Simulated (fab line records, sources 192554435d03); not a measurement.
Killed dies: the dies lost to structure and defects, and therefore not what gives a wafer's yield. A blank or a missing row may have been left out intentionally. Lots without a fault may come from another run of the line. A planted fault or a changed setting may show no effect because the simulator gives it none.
fab line records ; flow n5-finfet
record lots=5; wafers=15; last-day=16
route steps=1938 shown BEOL_M0_CUTY@711 BEOL_M0@715 BEOL_M1@751 BEOL_M4@1111 PASSIVATION@1936
lots with no fault: from the same line, run without faults
start-h: hours from the record's opening day to when the first of the lot's shown wafers began ; wait-h: time in hours since the lot's previous step ; " identical to the entry in the row above ; L1.1+2: a single row standing in for several wafers ; - either no value or no given start ; * or withheld: withheld ; < > ~ a bound
route shown NAME@n: NAME is a module with steps in the file, n the number in the route of the first one ; usual: mean/standard deviation taken from wafers without a fault ; same: alike in all rows ; chamber/n: place in a boat ; sites: each site's reading ; _std_site: the standard deviation of these ; _edge_site: outer sites' mean less inner sites' ; radius-mm: for every site, how far away it sits from the centre of the wafer ; mask NAME#n: copy n ; behind: the last tool/chamber to shape the wafer ; hold: cause of the lot's hold/its duration in hours/its outcome ; device: the transistor (n, p or np) that didn't switch ; end of line: tests run on the same wafers once the route is complete ; a step without rows: its recipe alone ; killed: count of dies lost to structure and defects at first sort (not the wafer's yield) ; map: a wafer's dies, x killed, . not, _ none there
set.NAME: the run value of the setting; set.NAME@STEP: its run value at that earlier step ; model.NAME: the simulator's own value behind a step, which no gauge read
a table for each step, a row for each wafer; lots at some steps of the route
services: a tool's chamber out of use, with start hour (start-h, from the record's first day; less than 0 if before it), hours out, and reason
## steps
# step N5_BEOL_M0_CUTY_DESCUM_61
# recipe chemistry=O2; time-s=7.9; source-power-w=50; bias-power-w=20; pressure-mtorr=20; rf-frequency-hz=2.712e+07; temp-c=40; resist=CAR-ArF-block; o2-flow-sccm=225
# step N5_BEOL_M0_CUTY_ETCH_62
# recipe chemistry=CF4; target=SiARC; mask-material=CAR-ArF-block; time-s=58.5; ion-energy-ev=80; pressure-mtorr=40; source-w=545; bias-w=36; Ar_flow_sccm=100; cf4-flow-sccm=100; ends=cleared
# step N5_BEOL_M0_CUTY_ETCH_63
# recipe chemistry=N2/H2; target=SOC; target-depth-a=827; overetch-a=165; mask-material=SiARC; temp-c=40; ion-energy-ev=200; time-s=124; pressure-mtorr=30; source-w=840; bias-w=150; n2-flow-sccm=200; h2-flow-sccm=200
# step N5_BEOL_M0_CUTY_STRIP_64
# recipe chemistry=N2/H2; temp-c=40; n2-flow-sccm=200; h2-flow-sccm=200; rf-frequency-hz=6e+07
# step N5_BEOL_M0_ETCH_138
# recipe chemistry=CH3F/O2; target-depth-a=120; target=SiCN; time-s=31.6; ion-energy-ev=120; pressure-mtorr=30; source-w=395; bias-w=75; Ar_flow_sccm=150; CH3F_flow_sccm=30; O2_flow_sccm=20; ends=cleared
# step N5_BEOL_M0_HM_OPEN_105
# recipe chemistry=Cl2/BCl3; target-depth-a=120; target=TiN; ion-energy-ev=150; pressure-mtorr=10; icp-w=1000; bias-w=126; Cl2_flow_sccm=53.25; bcl3-flow-sccm=21.75; Ar_flow_sccm=25
# step N5_BEOL_M0_STRIP_140
# recipe chemistry=CF4; resist=SiARC; power-w=300; bias-power-w=75; pressure-mtorr=50; cf4-flow-sccm=150; rf-frequency-hz=6e+07
# step N5_BEOL_M0_STRIP_104
# recipe chemistry=N2/H2; power-w=450; temp-c=40; pressure-mtorr=20; rf-frequency-hz=6e+07; overash-fraction=0.3; bias-power-w=7; h2-frac=0.5; n2-flow-sccm=200; h2-flow-sccm=200
# step N5_BEOL_M0_WET_ETCH_106
# recipe chemistry=DHF; dilution=10:1; temp-c=25; target=SiO2; target-depth-a=1300; dry=ipa-marangoni; rinse-time-s=30; rinse-temp-c=23
# step N5_BEOL_M0_ETCH_128
# recipe chemistry=CF4/N2; target-depth-a=120; overetch-a=51; target=SiCN; time-s=21.4; ion-energy-ev=150; pressure-mtorr=40; source-w=430; bias-w=70; Ar_flow_sccm=100; cf4-flow-sccm=60; n2-flow-sccm=60
# step N5_BEOL_M0_TRENCH_ETCH_107
# recipe chemistry=C4F6/O2; target-depth-a=328; target=SiOC; time-s=16.4; ion-energy-ev=250; pressure-mtorr=30; source-w=355; bias-w=185; Ar_flow_sccm=300; C4F6_flow_sccm=10; O2_flow_sccm=10
# step N5_BEOL_M0_STRIP_142
# recipe chemistry=N2/H2; time-s=10; power-w=450; temp-c=40; pressure-mtorr=20; rf-frequency-hz=6e+07; bias-power-w=7; n2-flow-sccm=200; h2-flow-sccm=200
# usual bias-power-w=6.997/0.021; chamber-pressure-mTorr=20.002/0.019; drypump-motor-current-A=5.7/0.32; n2-flow-sccm=200.0/0.65; oes-product-au=0.77/0.086; rf-vpp-V=59.2/0.95; showerhead-plenum-p-Torr=2.54/0.067; temp-c=40.02/0.11; throttle-valve-pct=23.6/0.34
lot.wafer;tool;chamber;start-h;wait-h;bias-power-w;chamber-pressure-mTorr;drypump-motor-current-A;n2-flow-sccm;oes-product-au;rf-hours-counter-h;rf-vpp-V;showerhead-plenum-p-Torr;temp-c;throttle-valve-pct
L504.1;rie-diel-03;1;179.43;0.0;-;-;-;-;-;-;-;-;-;-
L504.3;rie-diel-03;2;179.43;0.0;-;-;-;-;-;-;-;-;-;-
L504.5;rie-diel-03;0;179.43;0.0;-;-;-;-;-;-;-;-;-;-
L505.3;rie-diel-03;1;188.65;0.0;-;-;-;-;-;-;-;-;-;-
L505.4;rie-diel-03;2;188.65;0.0;-;-;-;-;-;-;-;-;-;-
L505.5;rie-diel-03;1;188.65;0.0;-;-;-;-;-;-;-;-;-;-
L507.2;rie-diel-03;0;196.29;0.0;-;-;-;-;-;-;-;-;-;-
L507.3;rie-diel-03;3;196.29;0.0;-;-;-;-;-;-;-;-;-;-
L507.4;rie-diel-03;1;196.29;0.0;-;-;-;-;-;-;-;-;-;-
L512.1;rie-diel-03;2;224.95;0.0;7.008;20.007;5.0;198.9;0.73;195;60.2;2.54;40.17;23.6
L512.5;rie-diel-03;0;224.95;0.0;6.996;20.003;5.9;200.1;0.73;-;59.1;2.63;40.07;23.4
L512.6;rie-diel-03;1;224.95;0.0;6.989;19.954;5.7;200.1;0.83;-;59.3;2.57;39.91;23.6
L513.3;rie-diel-01;0;232.81;0.0;6.965;20.030;5.9;199.9;0.88;34;58.0;2.50;40.05;23.7
L513.4;rie-diel-01;2;232.81;0.0;6.983;20.018;5.7;199.8;0.94;7;58.5;2.49;40.00;23.8
L513.6;rie-diel-01;0;232.81;0.0;6.978;20.006;5.9;199.5;0.89;-;58.9;2.50;39.92;23.7
# step N5_BEOL_M0_HM_STRIP_129
# recipe chemistry=peroxide-tin-strip; material=TiN; target-depth-a=170; temp-c=50; time-s=108
# step N5_BEOL_M0_SRD_130
# recipe time-s=30; temp-c=23; rinse-liquid=diw; dry=ipa-marangoni
# step N5_BEOL_M0_ETCH_109
# recipe chemistry=CH3F/O2; target-depth-a=80; overetch-a=24; target=SiCN; time-s=27.4; ion-energy-ev=120; pressure-mtorr=30; source-w=395; bias-w=75; Ar_flow_sccm=150; CH3F_flow_sccm=30; O2_flow_sccm=20
# step N5_BEOL_M0_STRIP_139
# recipe chemistry=post-etch-residue-remover; time-s=60; temp-c=25; remover-ph=withheld; remover-water-wt-pct=withheld; remover-fluoride-wt-pct=withheld
# step N5_BEOL_M0_SRD_111
# recipe time-s=30; temp-c=23; rinse-liquid=diw; dry=ipa-marangoni
# step N5_BEOL_M0_DEGAS_112
# recipe ambient=vacuum; temp-c=250; time-s=60
# step N5_BEOL_M0_PRE_CLEAN_113
# recipe gas=H2/He; time-s=30; temp-c=250
# step N5_BEOL_M0_ALD_136
# recipe material=TaN; target-thk-a=*; temp-c=275; ald-precursor-family=PDMAT; ald-co-reactant=NH3; pressure-torr=3; carrier-flow-sccm=1500; pulse-time-s=2; purge-time-s=3; co-reactant-purge-time-s=2; co-reactant-pulse-time-s=3; ald-cycles=30; precursor-vessel-temp-c=75; precursor-vessel-pressure-torr=26.25; precursor-vessel-carrier-sccm=1000
# step N5_BEOL_M0_SURFACE_TREAT_137
# recipe gas=Ar; time-s=*; ion-energy-ev=*; ion-current-ma-cm2=0.5; pressure-mtorr=*; ar-flow-sccm=30
# step N5_BEOL_M0_CVD_115
# recipe material=Co; target-thk-a=*; temp-c=withheld; precursor=CCTBA/H2; pressure-torr=30; time-s=120
# step N5_BEOL_M0_SPUTTER_116
# recipe material=Cu; target-thk-a=40; temp-c=-20; chamber-pressure-pa=0.07; power-w=withheld; time-s=7.37
# step N5_BEOL_M0_ANNEAL_117
# recipe temp-c=400; time-s=60; ambient=vacuum
# step N5_BEOL_M0_SPUTTER_132
# recipe material=Cu; target-thk-a=40; temp-c=-20; chamber-pressure-pa=0.07; power-w=withheld; time-s=7.37
# step N5_BEOL_M0_ANNEAL_133
# recipe temp-c=400; time-s=60; ambient=vacuum
# step N5_BEOL_M0_SPUTTER_134
# recipe material=Cu; target-thk-a=40; temp-c=-20; chamber-pressure-pa=0.07; power-w=withheld; time-s=7.37
# step N5_BEOL_M0_ANNEAL_135
# recipe temp-c=400; time-s=60; ambient=vacuum
# step N5_BEOL_M0_SPUTTER_141
# recipe material=Cu; target-thk-a=40; temp-c=-20; chamber-pressure-pa=0.07; power-w=withheld; time-s=7.37
# step N5_BEOL_M0_ECD_118
# recipe material=Cu; target-thk-a=3000
# step N5_BEOL_M0_ANNEAL_119
# recipe temp-c=225; time-s=90; ambient=N2
# step N5_BEOL_M0_CMP_120
# recipe stop-on=SiOC; t-overpolish-s=6.9; down-force-psi=1; platen-rpm=50; clearing-platen-down-force-psi=1.5; clearing-platen-rpm=50; post-cmp-clean=cu-alkaline; clearing-platen-pad-velocity-m-s=0.99484; pad-velocity-m-s=0.99484
# step N5_BEOL_M0_PRE_CLEAN_131
# recipe gas=NH3/H2; time-s=15; temp-c=*; rf-power-w=300
# step N5_BEOL_M0_CO_CAP_123
# recipe material=Co; target-thk-a=20; temp-c=200; precursor=CCTBA/H2; pressure-torr=30; time-s=102.1
# step N5_BEOL_M0_PRE_CLEAN_124
# recipe gas=NH3; time-s=15; temp-c=withheld; rf-power-w=300
# step N5_BEOL_M0_DEP_125
# recipe material=SiCN; target-thk-a=80; temp-c=withheld; precursor=3MS/NH3; pressure-torr=3; rf-w=202; time-s=14
# step N5_BEOL_M1_ILD_DEP_00
# recipe material=SiOC; target-thk-a=790; temp-c=350; precursor=DEMS/O2; pressure-torr=5; rf-w=500; time-s=15.3
# step N5_BEOL_M4_RC_MEAS_101
# usual DIBL_N=36.9/1.6; DIBL_P=37.1/2; IOFF_N=0.17/0.032; IOFF_P=0.22/0.036; ION_N=674/12; ION_P=463/7.8; SS_N=71.7/0.63; SS_P=73.5/0.62; VT_N=249/3.3; VT_P=-250/3.5
lot.wafer;tool;chamber;start-h;wait-h;DIBL_N[mV/V];DIBL_P[mV/V];IOFF_N[nA/um];IOFF_P[nA/um];ION_N[uA/um];ION_P[uA/um];SS_N[mV/dec];SS_P[mV/dec];VT_N[mV];VT_P[mV]
L504.1;prober-01;0;237.91;0.0;38.6;38.7;0.21;0.22;707;470;72.0;73.9;245;-250
L504.3;prober-01;0;237.91;0.0;40.1;38.8;0.23;0.22;685;459;72.5;74.1;245;-253
L504.5;prober-01;0;237.91;0.0;36.4;35.9;0.16;0.18;676;456;71.3;73.2;246;-255
L505.3;prober-02;0;240.48;0.3;41.2;39.6;0.22;0.23;674;461;72.6;74.1;248;-253
L505.4;prober-02;0;240.48;0.3;38.2;36.8;0.14;0.18;659;447;72.0;74.3;253;-256
L505.5;prober-02;0;240.48;0.3;39.8;39.5;0.19;0.23;673;456;72.3;74.1;247;-250
L507.2;prober-01;0;241.92;0.2;38.4;37.4;0.19;0.23;679;460;71.6;73.7;246;-250
L507.3;prober-01;0;241.92;0.2;36.9;36.4;0.16;0.19;668;456;71.8;73.2;251;-251
L507.4;prober-01;0;241.92;0.2;37.7;37.3;0.18;0.23;670;458;72.3;73.4;248;-253
L512.1;prober-01;0;280.04;0.0;37.0;36.8;0.18;0.27;683;479;71.4;73.8;246;-244
L512.5;prober-01;0;280.04;0.0;36.4;36.7;0.18;0.27;687;477;71.7;73.9;246;-245
L512.6;prober-01;0;280.04;0.0;38.6;37.2;0.21;0.28;686;472;72.9;74.7;245;-245
L513.3;prober-01;0;281.28;0.4;36.8;34.9;0.15;0.21;691;471;71.0;73.9;250;-248
L513.4;prober-01;0;281.28;0.4;37.9;35.1;0.17;0.23;678;464;71.5;73.2;249;-247
L513.6;prober-01;0;281.28;0.4;40.2;38.7;0.22;0.30;690;477;72.4;74.6;245;-244
# step N5_PASSIVATION_PROBE_49
# usual defect-limited-yield=90.9/1.6; killed_at_M0_to_M3=34/11; killed_at_M4_up=14/5.7; killed-at-contacts=13/6.5; killed-at-front-end=43/11; killed-at-other=4/3.1; killed-dies=107/19; killed-on-rim=14/3.9; killed-open=71/14; killed-short=35/7.9; sort_bin_5_function=5.3/1.1; sort_bin_6_memory=3.4/0.74; sort-n-pass=1073/19; sort-yield-pct=90.9/1.6
# same gross-dies=1180; killed-at-back-side=0; sort_bin_4_leakage[%]=0; sort_bin_8_speed[%]=0
lot.wafer;tool;chamber;start-h;wait-h;defect-limited-yield[%];killed_at_M0_to_M3;killed_at_M4_up;killed-at-contacts;killed-at-front-end;killed-at-other;killed-dies;killed-on-rim;killed-open;killed-short;sort_bin_5_function[%];sort_bin_6_memory[%];sort-n-pass;sort-yield-pct[%]
L504.1;prober-01;-;336.64;0.0;87.2;89;7;18;35;2;151;24;107;42;7.5;4.4;1029;87.2
L504.3;prober-01;-;336.74;0.1;84.1;113;10;15;48;2;188;22;128;60;9.2;6.1;992;84.1
L504.5;prober-01;-;336.84;0.2;85.4;106;18;13;34;1;172;21;116;56;10.1;4.1;1008;85.4
L505.3;prober-01;-;348.03;0.4;84.2;91;17;30;47;2;187;26;141;46;9.0;6.0;993;84.2
L505.4;prober-01;-;348.08;0.5;85.2;110;10;12;42;1;175;29;132;42;9.4;5.3;1005;85.2
L505.5;prober-01;-;348.13;0.5;84.0;117;15;20;35;2;189;24;139;50;10.5;4.8;991;84.0
L507.2;prober-02;-;349.97;0.1;84.6;105;13;14;49;1;182;32;134;48;8.8;5.8;998;84.6
L507.3;prober-02;-;350.02;0.1;84.7;108;16;13;40;3;180;23;128;52;8.2;6.8;1000;84.7
L507.4;prober-02;-;350.07;0.2;86.4;100;12;11;33;4;160;21;123;36;8.4;4.7;1020;86.4
L513.3;prober-02;-;375.43;0.1;91.5;26;22;2;40;10;100;9;67;33;4.7;3.5;1080;91.5
L513.4;prober-02;-;375.48;0.2;92.4;27;7;17;34;5;90;14;62;25;4.7;2.7;1090;92.4
L513.6;prober-02;-;375.58;0.3;91.2;37;14;4;43;6;104;14;68;34;4.4;4.4;1076;91.2
# killed by level:class
L504.1 BEOL_M0:geometric-particle:open=57 MOL_CONTACT_COAG:geometric-particle:open=14 FIN_SAQP:geometric-particle:short=10 BEOL_M0:geometric-particle:short=10 FIN_SAQP:geometric-particle:open=7 BEOL_M2:geometric-particle:open=7 BEOL_M0_SAQP:geometric-particle:short=4 MOL_CONTACT_COAG:geometric-particle:short=4
L504.3 BEOL_M0:geometric-particle:open=63 FIN_SAQP:geometric-particle:short=18 BEOL_M0:geometric-particle:short=16 BEOL_M0_SAQP:geometric-particle:short=15 MOL_CONTACT_COAG:geometric-particle:open=14 FIN_SAQP:geometric-particle:open=12 DUMMY_GATE:geometric-particle:open=7 BEOL_M0_SAQP:geometric-particle:open=7
L504.5 BEOL_M0:geometric-particle:open=52 BEOL_M0:geometric-particle:short=20 FIN_SAQP:geometric-particle:open=14 BEOL_M0_SAQP:geometric-particle:short=10 BEOL_M0_SAQP:geometric-particle:open=10 MOL_CONTACT_COAG:geometric-particle:short=8 BEOL_M1:geometric-particle:open=7 BEOL_M4:geometric-particle:open=6
L505.3 BEOL_M0:geometric-particle:open=50 MOL_CONTACT_COAG:geometric-particle:open=25 BEOL_M0:geometric-particle:short=14 FIN_SAQP:geometric-particle:open=12 BEOL_M2:geometric-particle:open=10 STI_FIN_REVEAL:geometric-particle:open=9 BEOL_M1:geometric-particle:open=8 STI_FIN_REVEAL:geometric-particle:short=5
L505.4 BEOL_M0:geometric-particle:open=75 BEOL_M0:geometric-particle:short=16 STI_FIN_REVEAL:geometric-particle:open=10 MOL_CONTACT_COAG:geometric-particle:open=10 BEOL_M0_SAQP:geometric-particle:short=6 FIN_SAQP:geometric-particle:open=5 DUMMY_GATE:geometric-particle:open=5 ILD0:geometric-particle:open=5
L505.5 BEOL_M0:geometric-particle:open=71 MOL_CONTACT_COAG:geometric-particle:open=17 BEOL_M0:geometric-particle:short=15 FIN_SAQP:geometric-particle:short=9 BEOL_M2:geometric-particle:open=9 BEOL_M4:geometric-particle:open=7 BEOL_M1:geometric-particle:short=6 STI_FIN_REVEAL:geometric-particle:open=6
L507.2 BEOL_M0:geometric-particle:open=62 BEOL_M0:geometric-particle:short=19 STI_FIN_REVEAL:geometric-particle:open=18 MOL_CONTACT_COAG:geometric-particle:open=10 BEOL_M3:geometric-particle:open=10 BEOL_M4:geometric-particle:open=9 GATE_CUT:geometric-particle:short=8 DUMMY_GATE:geometric-particle:open=6
L507.3 BEOL_M0:geometric-particle:open=52 BEOL_M0:geometric-particle:short=24 STI_FIN_REVEAL:geometric-particle:open=13 MOL_CONTACT_COAG:geometric-particle:open=13 BEOL_M1:geometric-particle:open=9 BEOL_M0_SAQP:geometric-particle:short=7 FIN_SAQP:geometric-particle:open=6 BEOL_M4:geometric-particle:open=5
L507.4 BEOL_M0:geometric-particle:open=62 BEOL_M0:geometric-particle:short=15 MOL_CONTACT_COAG:geometric-particle:open=10 FIN_SAQP:geometric-particle:open=8 BEOL_M2:geometric-particle:open=8 STI_FIN_REVEAL:geometric-particle:open=6 DUMMY_GATE:geometric-particle:open=6 BEOL_M3:geometric-particle:open=6
L513.3 BEOL_M2:geometric-particle:open=9 STI_FIN_REVEAL:geometric-particle:open=8 BEOL_M4:geometric-particle:open=7 BEOL_M5:geometric-particle:open=7 FIN_SAQP:geometric-particle:short=5 BEOL_M0_SAQP:geometric-particle:open=5 DUMMY_GATE:geometric-particle:open=4 ILD0:geometric-particle:open=4
L513.4 MOL_CONTACT_COAG:geometric-particle:open=13 FIN_SAQP:geometric-particle:open=9 BEOL_M3:geometric-particle:open=8 BEOL_M0_SAQP:geometric-particle:short=7 BEOL_M0_SAQP:geometric-particle:open=7 FIN_SAQP:geometric-particle:short=6 STI_FIN_REVEAL:geometric-particle:open=6 DUMMY_GATE:geometric-particle:open=4
L513.6 BEOL_M3:geometric-particle:open=16 STI_FIN_REVEAL:geometric-particle:open=11 DUMMY_GATE:geometric-particle:open=7 BEOL_M3:geometric-particle:short=5 FIN_SAQP:geometric-particle:short=4 MOL_CONTACT_COAG:geometric-particle:open=4 BEOL_M4:geometric-particle:open=4 SPACER0:geometric-particle:short=3
# map L504.3 (x killed, . not)
_________________.........x..________________
______________.....xx..........._____________
___________.........x.x.......xx.x.__________
__________.xx.x....x.x..........x..._________
________..x.....x...x...............x._______
_______.......xx....x...xx.x...........______
______..x.............x...............x._____
_____...x.....x......x...................____
____..xx.x.x.x...x...x......x....x..x.x...___
___......x.........xxx..x...x...........x..__
___.........x..x..........x.....xx......x..__
__..xx.x..x...........................x....x_
__...x.x.x...x....x.....................x..._
_...x......x.x.....................x...x.....
_...x....x....xx..x.....x....xx..............
_x.....x.x.x..x.......x..x....x.....x........
_.....xx..x..x.....x........x.x.........x....
_x....xxx.....x...x.....x...x......x.......x.
_....x..........x.x..x...x.x.......xx.....x..
_..............................x.............
_.......x.x......x............x....x.xx......
__............................x....xxx......_
__.....x................x..x....xx.........._
___x.............xx..xx...........x......x.__
___....x..x.........x......xx....x........x__
____..........x..x.x.x..........x.........___
_____....x..x..x......x.........x........____
______...........x.x.x................x._____
_______....xx........x.......x..xx.....______
________..x.....x....xx..............._______
__________x....x..........x.x...xx.x_________
___________..xx..........x..x.x....__________
______________..x...x...x....x.._____________
_________________....xx......________________
# map L505.5 (x killed, . not)
_________________xx..xx......________________
______________...x..x.........xx_____________
___________....x..........x.xx.....__________
__________....x......xxx.xx........x_________
________xx...................x......xx_______
_______........x............x..........______
______...x..x...x...x...x....x......x..._____
_____.xx..x..x......xx..x...x.xx....x....____
____....x......x.......x......x.x....x.x..___
___...x.................x...x..............__
___....x.........x......xxxx...xx..........__
__...x......x...x.......x....x..xx.x........_
__x......x..x...x........................x.x_
_.....xx..x..x..x........xx..................
_x..x..........................x........x....
_......x............x..x...........x....x....
_..x....xx.x....xx....x....x..........x......
_....xx..x.x.........x..x......x........xx...
_..x...x...........x.................x.......
_x.x..x........x.....x.x..............xx.....
_.x....x.xx.x...xx..x........................
__..x.............x.x...................x..._
__...........x...x.x.........x.........x...._
___.......x..x...xx......x.........xx......__
___......x.xx.x...........x..x...x.........__
____...................x....xx...x.xx.....___
_____......x.x...........x...............____
______x............x.....x.xx......x.x.._____
_______.x.................x...x........______
________...xx........xx.xx.....x.....x_______
__________x.....x.........x.x......._________
___________....x..x................__________
______________.....x..........x._____________
_________________........x...________________
## services
tool;chamber;start-h;hours;kind
rie-diel-03;1;159.93;2.5;repair
rie-diel-03;-;170.76;0.3;repair
rie-diel-01;2;175.18;-;clean
rie-diel-01;2;175.18;-;consumable-replace:focus-ring
rie-diel-01;2;175.18;38.4;scheduled-down
rie-diel-01;2;175.18;38.4;vent-cycle
rie-diel-01;-;179.88;15.6;pm
rie-diel-01;-;198.29;0.4;repair
## key
first-sign step=N5_BEOL_M0_STRIP_142; reading=tool-record; direction=missing
effect step=N5_PASSIVATION_PROBE_49; reading=killed_at_M0_to_M3; direction=up; sigmas=6.6; usual=34; struck=104
more-kills-born-at N5_BEOL_M0_STRIP_142@rie-diel-03=658
met-at N5_BEOL_M0_STRIP_142
struck-wafers L504.1,L504.3,L504.5,L505.3,L505.4,L505.5,L507.2,L507.3,L507.4
fault kind=skipped-step-whole; tool=rie-diel-03; chamber=-; onset-h=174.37; steps=N5_BEOL_M0_STRIP_142; scope=struck-lots-only
